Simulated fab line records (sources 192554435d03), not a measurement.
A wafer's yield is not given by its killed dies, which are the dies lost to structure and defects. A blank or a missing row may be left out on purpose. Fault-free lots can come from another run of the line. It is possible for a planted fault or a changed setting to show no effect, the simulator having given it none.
Which tool was responsible? | flow n5Finfet | 72 wafers from 24 lots sampled at 5 of the route's 1938 steps

== WHAT THE GAUGES READ, wafer by wafer ==
N5_BEOL_M13_INSPECT_12: inspects for defects (macro).
lot  | measured     | on               | rawDefectCount
L074 | day 10 13:49 | defectInspect-01 | 4 1 2
L075 | day 10 14:00 | defectInspect-02 | 0 1 1
L076 | day 11 12:29 | defectInspect-02 | 1 5 2
L077 | day 11 12:39 | defectInspect-01 | 2 2 3
L078 | day 11 19:44 | defectInspect-01 | 2 5 5
L081 | day 12 08:08 | defectInspect-01 | 1 1 2
L079 | day 12 13:06 | defectInspect-02 | 1 4 2
L080 | day 12 13:47 | defectInspect-02 | 3 4 3
L082 | day 13 00:32 | defectInspect-01 | 2 1 0
L083 | day 13 13:26 | defectInspect-02 | 3 0 1
L084 | day 13 19:56 | defectInspect-01 | 0 3 4
L085 | day 14 02:32 | defectInspect-02 | 4 4 4
L086 | day 14 03:01 | defectInspect-01 | 2 2 6
L088 | day 14 12:15 | defectInspect-02 | 4 2 2
L087 | day 14 14:53 | defectInspect-01 | 2 1 1
L089 | day 14 18:40 | defectInspect-02 | 1 2 7
L091 | day 15 02:19 | defectInspect-01 | 2 4 0
L090 | day 15 05:15 | defectInspect-02 | 1 4 3
L093 | day 15 21:55 | defectInspect-02 | 1 1 2
L092 | day 15 22:29 | defectInspect-02 | 0 2 2
L095 | day 16 04:07 | defectInspect-01 | 3 4 0
L094 | day 16 06:32 | defectInspect-01 | 2 1 3
L097 | day 16 07:01 | defectInspect-02 | 2 1 3
L096 | day 16 08:45 | defectInspect-02 | 3 2 1

N5_BEOL_M13_OVL_MEAS_29.
lot  | measured     | on         | M13_OVL (nm)
L074 | day 10 14:44 | overlay-02 | -8 2 3
L075 | day 10 15:16 | overlay-02 | -5 -6 -8
L076 | day 11 13:41 | overlay-01 | -5 -5 -2
L077 | day 11 13:51 | overlay-02 | -3 -6 -7
L078 | day 11 20:41 | overlay-01 | -2 -9 0
L081 | day 12 09:06 | overlay-02 | 0 2 3
L079 | day 12 14:04 | overlay-01 | -4 9 6
L080 | day 12 14:51 | overlay-01 | 11 1 1
L082 | day 13 01:35 | overlay-02 | -4 -4 -12
L083 | day 13 14:21 | overlay-01 | 4 7 2
L084 | day 13 20:52 | overlay-01 | 1 4 -2
L085 | day 14 03:28 | overlay-01 | -2 -3 1
L086 | day 14 03:59 | overlay-01 | -3 -3 1
L088 | day 14 13:17 | overlay-02 | 2 12 9
L087 | day 14 15:59 | overlay-01 | -10 2 -3
L089 | day 14 19:43 | overlay-01 | -2 5 2
L091 | day 15 03:22 | overlay-02 | -4 -7 3
L090 | day 15 06:18 | overlay-01 | -9 4 -8
L093 | day 15 22:59 | overlay-02 | -3 0 5
L092 | day 15 23:32 | overlay-02 | 0 -15 1
L095 | day 16 05:10 | overlay-01 | 7 10 -1
L094 | day 16 07:38 | overlay-01 | 3 6 -3
L097 | day 16 08:07 | overlay-02 | 8 4 -3
L096 | day 16 10:16 | overlay-01 | 0 1 1

N5_BEOL_M13_THK_MEAS_50: measures by xrf.
lot  | measured     | on           | M13_THK (nm)
L074 | day 10 18:51 | filmMetro-01 | 411 413 415
L075 | day 10 19:20 | filmMetro-01 | 397 390 394
L076 | day 11 19:11 | filmMetro-02 | 400 405 406
L077 | day 11 19:50 | filmMetro-01 | 410 418 409
L078 | day 11 23:16 | filmMetro-02 | 387 392 392
L081 | day 12 12:49 | filmMetro-01 | 397 410 408
L079 | day 12 16:15 | filmMetro-01 | 402 401 400
L080 | day 12 21:31 | filmMetro-01 | 399 409 398
L082 | day 13 04:25 | filmMetro-02 | 410 411 412
L083 | day 13 20:40 | filmMetro-02 | 413 409 417
L084 | day 14 01:27 | filmMetro-02 | 414 413 415
L085 | day 14 07:51 | filmMetro-01 | 403 407 406
L086 | day 14 08:52 | filmMetro-02 | 411 401 412
L088 | day 14 15:34 | filmMetro-01 | 426 403 417
L087 | day 14 20:50 | filmMetro-02 | 402 402 393
L089 | day 14 23:23 | filmMetro-01 | 407 412 411
L091 | day 15 06:05 | filmMetro-01 | 405 397 407
L090 | day 15 09:05 | filmMetro-02 | 420 412 413
L093 | day 16 03:29 | filmMetro-02 | 413 412 420
L092 | day 16 06:39 | filmMetro-02 | 401 411 407
L095 | day 16 08:57 | filmMetro-01 | 407 406 412
L094 | day 16 10:32 | filmMetro-02 | 399 397 410
L097 | day 16 11:54 | filmMetro-02 | 412 402 402
L096 | day 16 15:35 | filmMetro-02 | 416 415 410

== WHAT TOOL EACH LOT RAN ON (gives the tool, then ch and the chambers of the sampled wafers, and finally the start) ==
lot  | N5_BEOL_M13_PRE_CLEAN_42    | N5_BEOL_M13_SPUTTER_44
L074 | pvdSputter-03, day 10 17:41 | pvdSputter-03, day 10 17:49
L075 | pvdSputter-03, day 10 18:16 | pvdSputter-03, day 10 18:23
L076 | pvdSputter-02, day 11 18:03 | pvdSputter-02, day 11 18:10
L077 | pvdSputter-01, day 11 18:10 | pvdSputter-01, day 11 18:17
L078 | pvdSputter-01, day 11 22:11 | pvdSputter-01, day 11 22:19
L081 | pvdSputter-02, day 12 11:39 | pvdSputter-02, day 12 11:46
L079 | pvdSputter-02, day 12 15:04 | pvdSputter-02, day 12 15:11
L080 | pvdSputter-01, day 12 19:59 | pvdSputter-01, day 12 20:07
L082 | pvdSputter-03, day 13 03:13 | pvdSputter-03, day 13 03:20
L083 | pvdSputter-03, day 13 19:11 | pvdSputter-03, day 13 19:19
L084 | pvdSputter-02, day 14 00:23 | pvdSputter-02, day 14 00:30
L085 | pvdSputter-03, day 14 06:33 | pvdSputter-03, day 14 06:40
L086 | pvdSputter-03, day 14 06:52 | pvdSputter-03, day 14 06:59
L088 | pvdSputter-02, day 14 14:17 | pvdSputter-02, day 14 14:24
L087 | pvdSputter-03, day 14 19:46 | pvdSputter-03, day 14 19:53
L089 | pvdSputter-01, day 14 22:17 | pvdSputter-01, day 14 22:25
L091 | pvdSputter-03, day 15 04:53 | pvdSputter-03, day 15 05:01
L090 | pvdSputter-02, day 15 08:01 | pvdSputter-02, day 15 08:08
L093 | pvdSputter-02, day 16 02:19 | pvdSputter-02, day 16 02:26
L092 | pvdSputter-02, day 16 05:34 | pvdSputter-02, day 16 05:41
L095 | pvdSputter-02, day 16 07:41 | pvdSputter-02, day 16 07:48
L094 | pvdSputter-03, day 16 09:28 | pvdSputter-03, day 16 09:35
L097 | pvdSputter-01, day 16 10:20 | pvdSputter-01, day 16 10:28
L096 | pvdSputter-02, day 16 14:31 | pvdSputter-02, day 16 14:38
- N5_BEOL_M13_PRE_CLEAN_42: time 30 s.
- N5_BEOL_M13_SPUTTER_44: material Ta, target thk 10 nm, time 16.13 s.

== AS READ BY THE TOOLS THEMSELVES (means over the sampled wafers that have a number; for cases with no such wafer, the mark the record gives instead) ==
N5_BEOL_M13_PRE_CLEAN_42.
lot  | tool          | heaterPowerW (W)
L074 | pvdSputter-03 | 353
L075 | pvdSputter-03 | 386
L076 | pvdSputter-02 | 339
L077 | pvdSputter-01 | 329
L078 | pvdSputter-01 | 329
L081 | pvdSputter-02 | 350
L079 | pvdSputter-02 | 349
L080 | pvdSputter-01 | 338
L082 | pvdSputter-03 | 343
L083 | pvdSputter-03 | 288
L084 | pvdSputter-02 | 345
L085 | pvdSputter-03 | 324
L086 | pvdSputter-03 | 380
L088 | pvdSputter-02 | 358
L087 | pvdSputter-03 | 330
L089 | pvdSputter-01 | 333
L091 | pvdSputter-03 | 308
L090 | pvdSputter-02 | 357
L093 | pvdSputter-02 | 339
L092 | pvdSputter-02 | 359
L095 | pvdSputter-02 | 340
L094 | pvdSputter-03 | 353
L097 | pvdSputter-01 | 331
L096 | pvdSputter-02 | 350

N5_BEOL_M13_SPUTTER_44.
lot  | tool          | biasV (V) | throttleValvePct (%)
L074 | pvdSputter-03 | 80.1      | 29.7
L075 | pvdSputter-03 | 80.2      | 30.1
L076 | pvdSputter-02 | 79.8      | 28.8
L077 | pvdSputter-01 | 80.4      | 31.3
L078 | pvdSputter-01 | 80.5      | 31.4
L081 | pvdSputter-02 | 80.0      | 28.8
L079 | pvdSputter-02 | 80.0      | 29.0
L080 | pvdSputter-01 | 80.5      | 31.5
L082 | pvdSputter-03 | 80.4      | 30.1
L083 | pvdSputter-03 | 79.8      | 29.8
L084 | pvdSputter-02 | 80.3      | 28.8
L085 | pvdSputter-03 | 80.3      | 30.4
L086 | pvdSputter-03 | 79.4      | 30.2
L088 | pvdSputter-02 | 80.0      | 28.8
L087 | pvdSputter-03 | 79.8      | 30.3
L089 | pvdSputter-01 | 80.1      | 31.0
L091 | pvdSputter-03 | 79.0      | 29.9
L090 | pvdSputter-02 | 80.2      | 28.8
L093 | pvdSputter-02 | 80.3      | 29.1
L092 | pvdSputter-02 | 80.6      | 28.6
L095 | pvdSputter-02 | 79.8      | 29.3
L094 | pvdSputter-03 | 79.9      | 30.0
L097 | pvdSputter-01 | 80.7      | 31.3
L096 | pvdSputter-02 | 80.6      | 28.8

== THE ANSWER, worked out from the rows above alone ==
Rule: usual is defined by the lots themselves. Put in order of their means at a reading, lots are off if they are a third of the lots or fewer, leave a main group of 4 or more, and stand apart from it by a gap of 3 or more times the standard deviation of the main group's means; of several such gaps the widest counts. Not used: any main group whose means are identical at the precision the tables above print for the reading. Also off: a lot with no number at a reading for which 4 or more lots have one. Any other lot the step has rows for is counted as sound. Order of review: gauges by route order, followed by the tools' own readings, for which a lot's mean as printed above is used. The first step at which some lot is off is used, and at that step the reading that is off furthest; a lot without a number counts as furthest.
None of the lots is off at any reading shown; this tells nothing.

== WHAT THE SIMULATOR PUT IN ==
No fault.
